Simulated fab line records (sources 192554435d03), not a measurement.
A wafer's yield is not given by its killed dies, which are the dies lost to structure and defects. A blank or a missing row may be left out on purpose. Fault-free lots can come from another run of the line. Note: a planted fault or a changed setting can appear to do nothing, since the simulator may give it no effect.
Chamber matching / flow n5Finfet / N5_BEOL_M10_ETCH_65 on rieDiel-02: 4 sister chambers
The step etches SiARC in CF4, target depth 39 nm, time 65 s. 14 wafers are shown with their chamber, then 7 later ones without.

== WAFERS WITH THEIR CHAMBER ==
wafer=L077.1; chamber=3; showerheadPlenumPTorr (Torr)=2.21; drypumpMotorCurrentA (A)=5.1; throttleValvePct (%)=16.04
wafer=L077.4; chamber=0; showerheadPlenumPTorr (Torr)=2.05; drypumpMotorCurrentA (A)=6.1; throttleValvePct (%)=15.61
wafer=L077.6; chamber=3; showerheadPlenumPTorr (Torr)=2.21; drypumpMotorCurrentA (A)=5.1; throttleValvePct (%)=16.03
wafer=L079.2; chamber=1; showerheadPlenumPTorr (Torr)=2.14; drypumpMotorCurrentA (A)=5.2; throttleValvePct (%)=15.72
wafer=L079.3; chamber=2; showerheadPlenumPTorr (Torr)=2.04; drypumpMotorCurrentA (A)=5.3; throttleValvePct (%)=16.21
wafer=L079.5; chamber=0; showerheadPlenumPTorr (Torr)=2.05; drypumpMotorCurrentA (A)=6.1; throttleValvePct (%)=15.63
wafer=L081.1; chamber=1; showerheadPlenumPTorr (Torr)=2.14; drypumpMotorCurrentA (A)=5.3; throttleValvePct (%)=15.69
wafer=L081.2; chamber=2; showerheadPlenumPTorr (Torr)=2.04; drypumpMotorCurrentA (A)=5.3; throttleValvePct (%)=16.20
wafer=L081.6; chamber=3; showerheadPlenumPTorr (Torr)=2.20; drypumpMotorCurrentA (A)=5.1; throttleValvePct (%)=16.05
wafer=L088.2; chamber=0; showerheadPlenumPTorr (Torr)=2.05; drypumpMotorCurrentA (A)=6.1; throttleValvePct (%)=15.68
wafer=L088.3; chamber=3; showerheadPlenumPTorr (Torr)=2.20; drypumpMotorCurrentA (A)=5.1; throttleValvePct (%)=16.10
wafer=L088.4; chamber=3; showerheadPlenumPTorr (Torr)=2.20; drypumpMotorCurrentA (A)=5.1; throttleValvePct (%)=16.10
wafer=L090.3; chamber=3; showerheadPlenumPTorr (Torr)=2.20; drypumpMotorCurrentA (A)=5.1; throttleValvePct (%)=16.09
wafer=L090.4; chamber=2; showerheadPlenumPTorr (Torr)=2.04; drypumpMotorCurrentA (A)=5.3; throttleValvePct (%)=16.23

SIGNATURES (means of the wafers above)
reading=showerheadPlenumPTorr; chamber 0=2.0500; chamber 1=2.1400; chamber 2=2.0400; chamber 3=2.2033; scatter within a chamber=0.00365
reading=drypumpMotorCurrentA; chamber 0=6.100; chamber 1=5.250; chamber 2=5.300; chamber 3=5.100; scatter within a chamber=0.0224
reading=throttleValvePct; chamber 0=15.6400; chamber 1=15.7050; chamber 2=16.2133; chamber 3=16.0683; scatter within a chamber=0.0293
Rule: a wafer lies at a distance from a chamber equal to the root of the sum of squares, over the readings, of (its reading less the chamber's mean, divided by the reading's scatter). The wafer belongs to the nearest chamber; if the next one is less than 2 further off, it can't be placed. The scatter: take each reading less its chamber's mean, square it, sum over the shown wafers, divide by the number of wafers less the number of chambers, and take the root.

== WAFERS WITH NO CHAMBER GIVEN ==
wafer=L090.6; showerheadPlenumPTorr (Torr)=2.04; drypumpMotorCurrentA (A)=6.1; throttleValvePct (%)=15.67
wafer=L092.3; showerheadPlenumPTorr (Torr)=2.04; drypumpMotorCurrentA (A)=6.1; throttleValvePct (%)=15.66
wafer=L092.5; showerheadPlenumPTorr (Torr)=2.19; drypumpMotorCurrentA (A)=5.1; throttleValvePct (%)=16.10
wafer=L092.6; showerheadPlenumPTorr (Torr)=2.13; drypumpMotorCurrentA (A)=5.2; throttleValvePct (%)=15.75
wafer=L094.3; showerheadPlenumPTorr (Torr)=2.04; drypumpMotorCurrentA (A)=6.1; throttleValvePct (%)=15.70
wafer=L094.5; showerheadPlenumPTorr (Torr)=2.04; drypumpMotorCurrentA (A)=6.2; throttleValvePct (%)=15.70
wafer=L094.6; showerheadPlenumPTorr (Torr)=2.29; drypumpMotorCurrentA (A)=5.3; throttleValvePct (%)=15.76

== CHAMBER TAKEN BY EACH ==
wafer=L090.6; from the rows above=0; in truth=0
wafer=L092.3; from the rows above=0; in truth=0
wafer=L092.5; from the rows above=3; in truth=3
wafer=L092.6; from the rows above=1; in truth=1
wafer=L094.3; from the rows above=0; in truth=0
wafer=L094.5; from the rows above=0; in truth=0
wafer=L094.6; from the rows above=3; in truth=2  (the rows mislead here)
Placed correctly: 6 of 7. Left unplaced by these rows: 0. Wrongly placed: 1.
